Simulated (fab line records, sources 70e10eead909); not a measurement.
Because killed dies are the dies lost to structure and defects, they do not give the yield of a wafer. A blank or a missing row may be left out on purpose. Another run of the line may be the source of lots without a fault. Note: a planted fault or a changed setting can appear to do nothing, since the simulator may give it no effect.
A struck lot beside a sound one -- flow nand-harc -- 13 out of 1159 route steps
Sound: these wafers, L864.1, L864.2, L864.5. Struck: wafers L868.2, L868.5, L868.6. The cause comes at the end.
For every step that has rows: the tool of each side, followed by ch and its chambers, followed by its first start. Under that, the readings that differ: sound wafers -- struck wafers -- difference of the means -- sigmas: that difference in standard deviations of wafers without a fault.
alike: readings whose means differ by less than 2 such deviations, and words and numbers that are the same on both sides. not compared: withheld readings, readings that some wafer has no value for, bounds like >300 that may hide the same value, and numbers for which the record gives no deviation and whose values overlap.
The two part at a step that has a row with sigmas, a row that says differs or no value, or rows on one side only. Numbers that don't overlap but have no deviation are shown without sigmas and don't part them. A reading missing from all wafers of one side parts the sides only when that side holds two or more wafers.

first, 9 steps without rows for these wafers: NHARC_A_STAIRCASE_DEHYDRATE_01 (time 120 s); NHARC_A_STAIRCASE_HMDS_02 (time 30 s); NHARC_A_STAIRCASE_COAT_03; NHARC_A_STAIRCASE_SOFTBAKE_04 (time 170 s); NHARC_A_STAIRCASE_EBR_05; NHARC_A_STAIRCASE_EXPOSE_06 (exposes mask STAIR); NHARC_A_STAIRCASE_PEB_07 (peb time 130 s); NHARC_A_STAIRCASE_DEVELOP_08 (time 140 s); NHARC_A_STAIRCASE_HARDBAKE_10 (time 140 s).
NHARC_A_STAIRCASE_DESCUM_11: chemistry O2, time 3 s.
  sound on rie-diel-12 ch 0,1,2, day 13 23:33; struck on rie-diel-12 ch 0,1,2, day 14 15:05
  alike: drypump-motor-current-A, oes-product-au, rf-vpp-V, showerhead-plenum-p-Torr, throttle-valve-pct
  not compared: rf-hours-counter-h
NHARC_A_STAIRCASE_TRIM_12: chemistry O2, time 211.2 s.
  sound on rie-diel-12 ch 0,2,3, day 13 23:56; struck on rie-diel-12 ch 0,1,2, day 14 15:10
  alike: drypump-motor-current-A, oes-product-au, rf-vpp-V, showerhead-plenum-p-Torr, throttle-valve-pct
  not compared: rf-hours-counter-h
NHARC_A_STAIRCASE_ETCH_13: etches the open film in C4F8/O2, target depth 100 nm, time 40.5 s.
  sound on rie-diel-12 ch 0,1,3, day 14 00:13; struck on rie-diel-12 ch 0,3, day 14 15:18
reading,sound,struck,difference,sigmas
run-length-s (s),61.6 61.1 62.0,39.5 38.7 39.7,-22.3,-45
  alike: oes-product-au, rf-vpp-V
  not compared: rf-hours-counter-h
NHARC_A_STAIRCASE_TRIM_14: chemistry O2, time 211.2 s.
  sound: rie-diel-12 ch 0,1,3; struck: rie-diel-12 ch 0,1,3
  alike: drypump-motor-current-A, oes-product-au, rf-vpp-V, showerhead-plenum-p-Torr, throttle-valve-pct
  not compared: rf-hours-counter-h

WHERE THEY PART
NHARC_A_STAIRCASE_ETCH_13 only, going by this record. Later steps at which nothing parts them and some readings are alike: NHARC_A_STAIRCASE_TRIM_14.

WHY: whatever the simulator had introduced
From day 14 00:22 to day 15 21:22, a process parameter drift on rie-diel-12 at NHARC_A_STAIRCASE_ETCH_13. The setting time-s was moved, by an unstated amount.
